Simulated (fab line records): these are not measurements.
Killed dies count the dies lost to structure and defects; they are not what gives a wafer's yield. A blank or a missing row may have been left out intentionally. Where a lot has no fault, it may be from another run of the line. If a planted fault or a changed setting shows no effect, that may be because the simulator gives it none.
fab line records	flow n5Finfet	part 1 of 2: steps 1 to 4 of 6
[record] lots = 23	wafers = 69	lastDay = 19
route steps=1938 shown FIN_CUT@167 STI_FIN_REVEAL@191 DUMMY_GATE@232
lots that met no fault: from a run of the same line without faults
startH: hours from the record's opening day to when the first of the lot's shown wafers began	waitH: how many hours have passed since the lot's step before this one	" repeats the value in the row above	L1.1+2: a single row standing in for several wafers	- either no value or no given start	* or withheld: withheld	< > ~ a bound
route shown NAME@n: names a module that has steps shown in the file, with the first one's number in the route	usual: mean/standard deviation taken from wafers without a fault	same: alike in all rows	chamber/n: place in a boat	sites: each site's reading	_std_site: the standard deviation of these	_edge_site: outer sites' mean less inner sites'	radiusMm: for every site, how far away it sits from the centre of the wafer	mask NAME#n: copy n	behind: the last tool/chamber to shape the wafer	hold: why the lot went on hold/how many hours it stayed there/how the hold came to an end	device: names the non-switching transistor (n, p or np)	end of line: at the end of the route, the tests of the same wafers	a step with no rows: only its recipe	killed: the dies lost at the first sort to structure and to defects; this is not the yield of the wafer	map: shows each die of a wafer: x if killed, . if not, _ if none is there
set.NAME: the setting that was run; set.NAME@STEP: the one run at that earlier step	model.NAME: the simulator's own value behind a step, which no gauge read
route steps across a sampled set of lots; one table per step, one row per wafer
services: from which hour (startH, from the record's first day; less than 0 if before it) a tool's chamber was out of use, for how many hours, and why
[[steps]]
[step N5_FIN_CUT_ETCH_30]
[recipe] chemistry = N2/H2	target = underlayer	targetDepthA = 130	maskMaterial = CAR-EUV	timeS = 10.4	ionEnergyEv = 200	pressureMtorr = 30	sourceW = 840	biasW = 150	n2FlowSccm = 200	h2FlowSccm = 200	ends = cleared
[usual] drypumpMotorCurrentA = 5.5/0.36	etchRfOnTimeS = 10.40/0.3	h2FlowSccm = 200.0/0.56	oesProductAu = 0.64/0.05	rfVppV = 523.3/2.5	showerheadPlenumPTorr = 2.53/0.089	throttleValvePct = 17.95/0.19
lot.wafer	tool	chamber	startH	waitH	drypumpMotorCurrentA	etchRfOnTimeS	h2FlowSccm	oesProductAu	rfHoursCounterH	rfVppV	showerheadPlenumPTorr	throttleValvePct
L074.1	rieDiel-02	0	26.96	0.0	5.5	10.75	200.4	0.62	201	525.5	2.61	17.97
L074.4	"	2	"	"	5.5	10.47	199.7	0.64	181	525.2	2.53	17.72
L074.6	"	3	"	"	5.7	10.38	199.8	0.64	-	523.6	2.53	18.11
L075.1	rieDiel-06	1	32.39	0.0	5.7	9.80	199.9	0.67	152	520.4	2.43	17.59
L075.2	"	0	"	"	4.9	10.58	199.6	0.59	240	523.1	2.51	17.88
L075.6	"	3	"	"	5.3	10.37	199.9	0.66	-	520.7	2.45	18.04
L077.4	rieDiel-04	1	45.76	0.0	6.3	10.17	199.9	0.62	191	519.9	2.42	18.10
L077.5	"	1	"	"	6.3	10.32	200.3	0.62	-	519.6	2.43	18.09
L077.6	"	0	"	"	5.8	10.59	199.8	0.58	-	523.9	2.52	17.94
L078.2	rieDiel-04	0	51.46	0.0	5.8	10.41	200.8	0.58	239	522.8	2.52	17.93
L078.3	"	3	"	"	5.7	9.85	199.9	0.62	200	524.6	2.52	18.07
L078.6	"	3	"	"	5.7	9.88	200.2	0.61	-	523.4	2.52	18.05
L079.1	rieDiel-04	2	56.71	0.0	5.3	10.67	200.8	0.65	128	528.3	2.68	18.03
L079.4	"	0	"	"	5.8	10.57	201.0	0.58	241	520.6	2.51	17.94
L079.6	"	3	"	"	5.6	9.99	200.1	0.60	-	523.2	2.52	18.08
L080.2	rieDiel-06	3	62.19	0.0	5.3	10.30	199.5	0.66	129	521.3	2.45	18.05
L080.4	"	0	"	"	4.9	10.48	200.9	0.58	248	522.4	2.50	17.89
L080.5	"	2	"	"	5.3	10.04	199.2	0.64	-	525.7	2.65	17.92
L081.1	rieDiel-04	2	68.32	0.0	5.2	10.66	199.3	0.65	132	528.3	2.68	18.04
L081.2	"	3	"	"	5.6	9.97	200.0	0.61	207	521.7	2.52	18.06
L081.6	"	2	"	"	5.2	10.64	199.8	0.65	-	527.1	2.68	18.04
L082.1	rieDiel-02	2	76.27	0.0	5.5	10.65	200.4	0.63	196	522.7	2.53	17.73
L082.3	"	3	"	"	5.7	10.60	200.6	0.63	182	522.7	2.53	18.12
L082.4	"	0	"	"	5.4	10.93	199.9	0.61	216	525.5	2.61	18.01
L083.2	rieDiel-06	1	80.45	0.0	5.6	9.85	199.9	0.67	166	520.1	2.42	17.59
L083.3	"	3	"	"	5.4	10.39	199.3	0.65	136	520.9	2.45	18.06
L083.6	"	2	"	"	5.2	10.25	200.2	0.64	-	527.1	2.65	17.95
L084.1	rieDiel-04	3	86.75	0.0	5.7	10.17	200.1	0.60	212	524.0	2.52	18.08
L084.3	"	2	"	"	5.3	10.91	199.6	0.63	138	525.7	2.67	18.05
L084.4	"	1	"	"	6.3	10.42	201.0	0.61	203	520.0	2.42	18.12
L085.1	rieDiel-04	3	92.93	0.0	5.7	10.10	200.0	0.60	215	523.9	2.52	18.10
L085.4	"	1	"	"	6.3	10.29	199.7	0.61	-	518.9	2.42	18.12
L085.6	"	2	"	"	5.2	10.77	199.9	0.64	-	526.0	2.67	18.06
L086.2	rieDiel-06	3	103.26	0.0	5.4	10.27	200.4	0.65	145	521.7	2.44	18.09
L086.4	"	1	"	"	5.7	9.86	199.7	0.66	175	520.1	2.42	17.62
L086.5	"	3	"	"	5.4	10.35	200.7	0.64	-	520.7	2.44	18.09
L087.1	rieDiel-06	3	106.27	0.0	5.4	10.45	200.0	0.65	146	520.1	2.44	18.09
L087.2	"	2	"	"	5.2	10.30	199.5	0.62	190	525.9	2.65	17.96
L087.5	"	2	"	"	5.2	10.37	199.3	0.62	-	525.1	2.65	17.96
L088.2	rieDiel-02	3	111.37	0.0	5.7	10.34	199.4	0.63	193	523.3	2.52	18.13
L088.3	"	1	"	"	6.0	10.65	199.9	0.63	158	521.6	2.44	17.62
L088.6	"	2	"	"	5.5	10.58	200.4	0.62	-	523.6	2.52	17.74
L089.2	rieDiel-06	3	121.10	0.0	5.4	10.30	200.3	0.65	152	520.1	2.44	18.10
L089.3	"	2	"	"	5.2	10.29	200.3	0.62	196	526.4	2.64	17.96
L089.5	"	3	"	"	5.4	10.28	200.0	0.64	-	520.9	2.44	18.08
L090.2	rieDiel-02	1	123.89	0.0	6.1	10.75	200.7	0.61	163	521.2	2.44	17.64
L090.4	"	3	"	"	5.7	10.40	200.1	0.62	198	522.9	2.52	18.15
L090.6	"	3	"	"	5.7	10.53	200.8	0.62	-	523.4	2.52	18.15
L091.2	rieDiel-06	1	130.17	0.0	5.7	9.89	199.6	0.66	184	520.7	2.41	17.63
L091.5	"	1	"	"	5.6	9.84	199.7	0.66	-	521.6	2.41	17.65
L091.6	"	2	"	"	5.2	10.09	199.4	0.63	-	527.6	2.64	17.99
L092.1	rieDiel-02	2	137.55	0.0	5.5	10.56	199.8	0.62	217	524.2	2.52	17.77
L092.2	"	3	"	"	5.7	10.45	200.7	0.62	204	521.7	2.52	18.14
L092.4	"	1	"	"	6.0	10.74	200.6	0.62	168	521.4	2.44	17.62
L093.2	rieDiel-04	1	144.19	0.0	6.3	10.29	199.6	0.61	216	518.6	2.42	18.14
L093.4	"	3	"	"	5.7	10.09	199.0	0.60	224	522.5	2.51	18.10
L093.6	"	2	"	"	5.2	10.76	199.9	0.63	-	527.4	2.67	18.08
L094.1	rieDiel-02	2	149.56	0.0	5.5	10.46	199.5	0.62	222	522.7	2.52	17.77
L094.3	"	1	"	"	6.0	10.88	199.2	0.60	174	519.2	2.44	17.64
L094.4	"	0	"	"	5.4	10.87	199.6	0.60	244	525.0	2.59	18.05
L095.2	rieDiel-04	1	155.69	0.0	6.3	10.27	199.4	0.60	220	520.4	2.41	18.14
L095.5	"	2	"	"	5.2	10.71	201.4	0.63	-	526.4	2.67	18.08
L095.6	"	0	"	"	5.8	10.21	200.5	0.84	-	524.6	2.51	17.56
L096.2	rieDiel-06	3	161.90	0.0	5.4	10.34	199.7	0.63	169	520.1	2.43	18.13
L096.5	"	2	"	"	5.2	10.34	200.1	0.61	-	526.3	2.64	18.01
L096.6	"	3	"	"	5.4	10.37	199.6	0.63	-	520.9	2.43	18.12
L097.1	rieDiel-04	3	165.69	0.0	5.7	10.06	200.2	0.59	227	522.8	2.51	18.08
L097.5	"	2	"	"	5.2	10.72	199.4	0.62	-	526.3	2.67	18.08
L097.6	"	3	"	"	5.7	10.12	200.2	0.60	-	523.4	2.51	18.11
[step N5_FIN_CUT_PRECLEAN_35]
[recipe] timeS = 13.3	tempC = 45	pressureTorr = 125	pHfTorr = 3	pCoreactantTorr = 25	chemistry = vHF
[usual] drypumpMotorCurrentA = 5.6/0.4
lot.wafer	tool	chamber	startH	waitH	drypumpMotorCurrentA
L074.1	vaporEtch-02	1	27.48	0.0	6.2
L074.4	"	0	"	"	5.5
L074.6	"	1	"	"	6.2
L075.1	vaporEtch-01	1	32.90	0.0	5.2
L075.2	"	0	"	"	5.3
L075.6	"	0	"	"	5.2
L077.4	vaporEtch-01	0	46.30	0.1	5.3
L077.5	"	0	"	"	5.3
L077.6	"	1	"	"	5.2
L078.2	vaporEtch-02	1	51.98	0.0	6.2
L078.3	"	1	"	"	6.2
L078.6	"	1	"	"	6.2
L079.1	vaporEtch-02	0	57.22	0.0	5.5
L079.4	"	1	"	"	6.2
L079.6	"	1	"	"	6.2
L080.2	vaporEtch-02	1	62.70	0.0	6.2
L080.4	"	1	"	"	6.2
L080.5	"	0	"	"	5.6
L081.1	vaporEtch-02	1	68.84	0.0	6.2
L081.2	"	0	"	"	5.6
L081.6	"	0	"	"	5.6
L082.1	vaporEtch-01	0	76.82	0.1	5.3
L082.3	"	0	"	"	5.3
L082.4	"	1	"	"	5.2
L083.2	vaporEtch-02	0	80.96	0.0	5.6
L083.3	"	0	"	"	5.5
L083.6	"	0	"	"	5.6
L084.1	vaporEtch-02	0	87.27	0.0	5.5
L084.3	"	0	"	"	5.6
L084.4	"	1	"	"	6.2
L085.1	vaporEtch-01	1	93.45	0.0	5.2
L085.4	"	1	"	"	5.2
L085.6	"	1	"	"	5.2
L086.2	vaporEtch-02	1	103.84	0.1	6.2
L086.4	"	1	"	"	6.2
L086.5	"	0	"	"	5.6
L087.1	vaporEtch-02	0	106.78	0.0	5.5
L087.2	"	1	"	"	6.2
L087.5	"	0	"	"	5.5
L088.2	vaporEtch-02	1	111.89	0.0	6.2
L088.3	"	1	"	"	6.2
L088.6	"	0	"	"	5.6
L089.2	vaporEtch-02	0	121.70	0.1	5.6
L089.3	"	1	"	"	6.2
L089.5	"	1	"	"	6.2
L090.2	vaporEtch-01	0	124.41	0.0	5.2
L090.4	"	0	"	"	5.3
L090.6	"	0	"	"	5.3
L091.2	vaporEtch-01	1	130.69	0.0	5.2
L091.5	"	0	"	"	5.3
L091.6	"	1	"	"	5.2
L092.1	vaporEtch-01	0	138.06	0.0	5.2
L092.2	"	1	"	"	5.2
L092.4	"	1	"	"	5.2
L093.2	vaporEtch-02	1	144.71	0.0	6.2
L093.4	"	1	"	"	6.2
L093.6	"	0	"	"	5.6
L094.1	vaporEtch-01	1	150.07	0.0	5.2
L094.3	"	0	"	"	5.3
L094.4	"	1	"	"	5.2
L095.2	vaporEtch-01	1	156.20	0.0	5.2
L095.5	"	0	"	"	5.3
L095.6	"	1	"	"	5.2
L096.2	vaporEtch-01	0	162.41	0.0	5.2
L096.5	"	0	"	"	5.3
L096.6	"	1	"	"	5.2
L097.1	vaporEtch-01	1	166.21	0.0	5.2
L097.5	"	1	"	"	5.2
L097.6	"	0	"	"	5.3
[step N5_STI_FIN_REVEAL_STRIP_24]
[recipe] chemistry = N2/H2	timeS = 90	powerW = 100	tempC = 40	pressureMtorr = 100	rfFrequencyHz = 6e+07	biasPowerW = 3	n2FlowSccm = 300	h2FlowSccm = 300
[usual] drypumpMotorCurrentA = 5.9/0.5	h2FlowSccm = 300.1/0.95	oesProductAu = 0.81/0.09	rfVppV = 45.4/0.92	showerheadPlenumPTorr = 3.37/0.12	throttleValvePct = 12.16/0.24
lot.wafer	tool	chamber	startH	waitH	drypumpMotorCurrentA	h2FlowSccm	oesProductAu	rfHoursCounterH	rfVppV	showerheadPlenumPTorr	throttleValvePct
L074.1	rieDiel-05	1	33.79	0.0	6.1	300.8	0.70	228	46.2	3.32	12.44
L074.4	"	3	"	"	5.6	301.3	0.68	-	44.8	3.32	12.25
L074.6	"	1	"	"	6.2	300.1	0.70	-	45.4	3.32	12.43
L075.1	rieDiel-01	3	39.05	0.0	5.1	299.2	0.81	112	43.8	3.12	11.90
L075.2	"	1	"	"	6.5	300.6	0.98	0	46.0	3.34	11.77
L075.6	"	1	"	"	6.5	301.8	0.99	-	44.4	3.34	11.78
L077.4	rieDiel-05	2	52.78	0.0	5.6	300.2	0.78	145	45.4	3.53	12.29
L077.5	"	3	"	"	5.6	300.3	0.68	-	45.0	3.32	12.27
L077.6	"	0	"	"	5.4	300.2	0.98	-	44.2	3.45	11.87
L078.2	rieDiel-03	2	58.25	0.0	6.8	300.3	0.93	13	45.2	3.45	12.05
L078.3	"	0	"	"	6.0	299.4	0.91	27	44.3	3.31	12.16
L078.6	"	3	"	"	5.6	299.6	0.73	-	46.7	3.49	12.68
L079.1	rieDiel-05	3	63.28	0.0	5.6	300.8	0.68	243	45.0	3.32	12.28
L079.4	"	1	"	"	6.2	300.8	0.69	239	44.6	3.31	12.45
L079.6	"	2	"	"	5.6	299.5	0.78	-	47.1	3.52	12.30
L080.2	rieDiel-03	1	69.00	0.0	6.5	301.2	0.96	1	46.0	3.46	11.83
L080.4	"	0	"	"	6.0	299.6	0.90	30	44.5	3.31	12.19
L080.5	"	0	"	"	6.0	299.8	0.90	-	45.4	3.31	12.16
L081.1	rieDiel-03	1	75.03	0.0	6.5	299.3	0.95	2	44.8	3.46	11.81
L081.2	"	3	"	"	5.6	300.3	0.72	202	46.6	3.49	12.71
L081.6	"	1	"	"	6.5	299.1	0.95	-	45.9	3.46	11.82
L082.1	rieDiel-05	1	82.89	0.0	6.1	300.5	0.69	245	44.4	3.31	12.47
L082.3	"	0	"	"	5.4	299.9	0.92	13	45.2	3.44	11.90
L082.4	"	2	"	"	5.6	301.7	0.77	154	46.4	3.52	12.33
L083.2	rieDiel-01	1	87.46	0.0	6.4	299.7	0.92	16	46.6	3.34	11.80
L083.3	"	2	"	"	5.4	299.9	0.74	170	47.1	3.50	12.31
L083.6	"	2	"	"	5.4	300.2	0.73	-	45.5	3.50	12.30
L084.1	rieDiel-03	3	93.47	0.0	5.6	301.5	0.71	210	44.7	3.49	12.72
L084.3	"	0	"	"	6.0	300.4	0.88	38	45.1	3.31	12.18
L084.4	"	1	"	"	6.5	301.1	0.92	10	46.9	3.45	11.84
L085.1	rieDiel-03	2	102.16	0.0	6.7	300.4	0.90	28	44.6	3.44	12.10
L085.4	"	1	"	"	6.5	298.0	0.91	13	43.7	3.45	11.84
L085.6	"	1	"	"	6.5	299.0	0.92	-	46.7	3.45	11.86
L086.2	rieDiel-03	1	110.27	0.0	6.5	298.5	0.89	17	46.4	3.45	11.87
L086.4	"	0	"	"	6.0	300.0	0.87	-	45.6	3.30	12.21
L086.5	"	1	"	"	6.5	298.0	0.90	-	44.4	3.45	11.85
L087.1	rieDiel-01	0	113.46	0.0	6.2	298.5	0.80	121	45.3	3.25	12.16
L087.2	"	2	"	"	5.4	300.7	0.72	181	45.6	3.49	12.35
L087.5	"	0	"	"	6.2	298.1	0.79	-	45.6	3.25	12.16
L088.2	rieDiel-01	3	118.83	0.0	5.1	298.9	0.77	142	43.7	3.10	11.97
L088.3	"	2	"	"	5.4	300.2	0.72	183	47.0	3.49	12.36
L088.6	"	3	"	"	5.1	299.2	0.76	-	45.3	3.10	11.95
L089.2	rieDiel-05	2	128.28	0.0	5.6	299.3	0.76	170	45.5	3.51	12.37
L089.3	"	3	"	"	5.6	300.1	0.66	267	46.6	3.31	12.32
L089.5	"	0	"	"	5.4	299.8	0.88	-	45.3	3.43	11.94
L090.2	rieDiel-05	0	131.36	0.0	5.4	298.7	0.87	38	45.2	3.43	11.97
L090.4	"	2	"	"	5.7	300.4	0.76	-	47.2	3.51	12.37
L090.6	"	3	"	"	5.6	300.1	0.66	-	47.1	3.30	12.33
L091.2	rieDiel-03	0	137.21	0.0	6.0	299.9	0.85	57	45.5	3.30	12.24
L091.5	"	0	"	"	6.0	298.1	0.85	-	46.3	3.30	12.24
L091.6	"	1	"	"	6.5	300.5	0.87	-	45.5	3.44	11.90
L092.1	rieDiel-01	2	144.17	0.0	5.4	299.5	0.71	192	46.0	3.49	12.36
L092.2	"	3	"	"	5.1	299.4	0.76	151	44.9	3.10	11.99
L092.4	"	1	"	"	6.4	301.4	0.86	38	44.8	3.32	11.88
L093.2	rieDiel-01	0	151.00	0.0	6.2	301.5	0.79	135	44.6	3.24	12.21
L093.4	"	1	"	"	6.4	301.1	0.88	40	44.5	3.32	11.86
L093.6	"	3	"	"	5.2	300.2	0.76	-	43.5	3.10	11.99
L094.1	rieDiel-03	0	156.25	0.0	6.0	299.8	0.84	63	46.2	3.29	12.27
L094.3	"	3	"	"	5.6	302.2	0.70	227	44.6	3.48	12.77
L094.4	"	2	"	"	6.8	301.7	0.84	51	46.3	3.43	12.16
L095.2	rieDiel-03	3	162.26	0.0	5.6	300.0	0.70	229	44.5	3.48	12.77
L095.5	"	1	"	"	6.5	300.3	0.86	-	44.4	3.44	11.92
L095.6	"	0	"	"	6.0	298.7	0.84	-	45.0	3.29	12.28
L096.2	rieDiel-01	0	168.52	0.0	6.2	299.1	0.77	140	45.7	3.24	12.21
L096.5	"	2	"	"	5.4	300.3	0.70	-	46.4	3.48	12.41
L096.6	"	1	"	"	6.4	300.9	0.85	-	44.5	3.32	11.88
L097.1	rieDiel-01	3	172.63	0.0	5.1	299.4	0.75	161	45.9	3.09	12.02
L097.5	"	0	"	"	6.2	302.2	0.77	-	45.4	3.24	12.22
L097.6	"	1	"	"	6.5	299.6	0.85	-	45.6	3.32	11.88
[step N5_STI_FIN_REVEAL_OXIDATION_31]
[recipe] chemistry = O2_PLASMA_REMOTE	tempC = 150	timeS = 20	pressureMtorr = 1000	sourcePowerW = 2000	o2FlowSccm = 3000
[usual] drypumpMotorCurrentA = 5.9/0.32	heaterPowerW = 142/14
lot.wafer	tool	chamber	startH	waitH	drypumpMotorCurrentA	heaterPowerW	rfHoursCounterH
L074.1	plasmaAsher-02	0	36.16	0.0	5.7	122	29
L074.4	"	1	"	"	5.5	143	-
L074.6	"	0	"	"	5.7	120	-
L075.1	plasmaAsher-01	1	41.42	0.0	6.3	159	79
L075.2	"	0	"	"	6.1	144	79
L075.6	"	1	"	"	6.3	156	-
L077.4	plasmaAsher-01	0	55.17	0.1	6.1	146	-
L077.5	"	0	"	"	6.1	144	-
L077.6	"	1	"	"	6.4	156	-
L078.2	plasmaAsher-02	1	60.62	0.0	5.5	145	34
L078.3	"	1	"	"	5.5	147	-
L078.6	"	0	"	"	5.7	120	-
L079.1	plasmaAsher-02	0	65.67	0.0	5.7	120	35
L079.4	"	1	"	"	5.5	146	-
L079.6	"	1	"	"	5.6	150	-
L080.2	plasmaAsher-01	0	71.39	0.0	6.2	148	84
L080.4	"	0	"	"	6.1	152	-
L080.5	"	0	"	"	6.1	148	-
L081.1	plasmaAsher-01	1	77.41	0.0	6.3	152	84
L081.2	"	0	"	"	6.1	143	84
L081.6	"	1	"	"	6.3	154	-
L082.1	plasmaAsher-01	0	85.26	0.0	6.1	147	86
L082.3	"	1	"	"	6.3	151	-
L082.4	"	0	"	"	6.1	144	-
L083.2	plasmaAsher-02	0	89.82	0.0	5.7	120	39
L083.3	"	0	"	"	5.7	119	-
L083.6	"	0	"	"	5.7	121	-
L084.1	plasmaAsher-01	0	95.84	0.0	6.1	143	90
L084.3	"	1	"	"	6.4	158	-
L084.4	"	0	"	"	6.1	148	-
L085.1	plasmaAsher-02	1	104.53	0.0	5.5	149	43
L085.4	"	1	"	"	5.5	148	-
L085.6	"	1	"	"	5.6	148	-
L086.2	plasmaAsher-02	0	113.39	0.0	5.7	117	44
L086.4	"	0	"	"	5.8	119	-
L086.5	"	0	"	"	5.8	121	-
L087.1	plasmaAsher-02	1	115.90	0.0	5.6	147	45
L087.2	"	0	"	"	5.7	122	45
L087.5	"	1	"	"	5.6	149	-
L088.2	plasmaAsher-01	1	121.29	0.0	6.3	154	94
L088.3	"	1	"	"	6.3	155	-
L088.6	"	0	"	"	6.2	148	-
L089.2	plasmaAsher-01	1	130.66	0.0	6.3	155	97
L089.3	"	1	"	"	6.3	156	-
L089.5	"	1	"	"	6.3	160	-
L090.2	plasmaAsher-01	0	133.75	0.0	6.1	148	97
L090.4	"	0	"	"	6.1	146	-
L090.6	"	1	"	"	6.3	157	-
L091.2	plasmaAsher-01	1	139.58	0.0	6.3	157	98
L091.5	"	1	"	"	6.3	158	-
L091.6	"	0	"	"	6.1	148	-
L092.1	plasmaAsher-02	0	146.54	0.0	5.7	118	53
L092.2	"	1	"	"	5.5	146	53
L092.4	"	1	"	"	5.6	146	-
L093.2	plasmaAsher-01	0	153.41	0.0	6.1	147	101
L093.4	"	0	"	"	6.1	151	-
L093.6	"	1	"	"	6.3	158	-
L094.1	plasmaAsher-02	1	158.66	0.0	5.5	149	56
L094.3	"	0	"	"	5.7	120	-
L094.4	"	1	"	"	5.5	145	-
L095.2	plasmaAsher-02	0	164.64	0.0	5.7	121	56
L095.5	"	1	"	"	5.5	149	-
L095.6	"	0	"	"	5.7	119	-
L096.2	plasmaAsher-01	1	170.88	0.0	6.3	153	104
L096.5	"	1	"	"	6.3	156	-
L096.6	"	0	"	"	6.1	144	-
L097.1	plasmaAsher-02	0	175.02	0.0	5.7	121	58
L097.5	"	0	"	"	5.7	123	-
L097.6	"	1	"	"	5.5	150	-
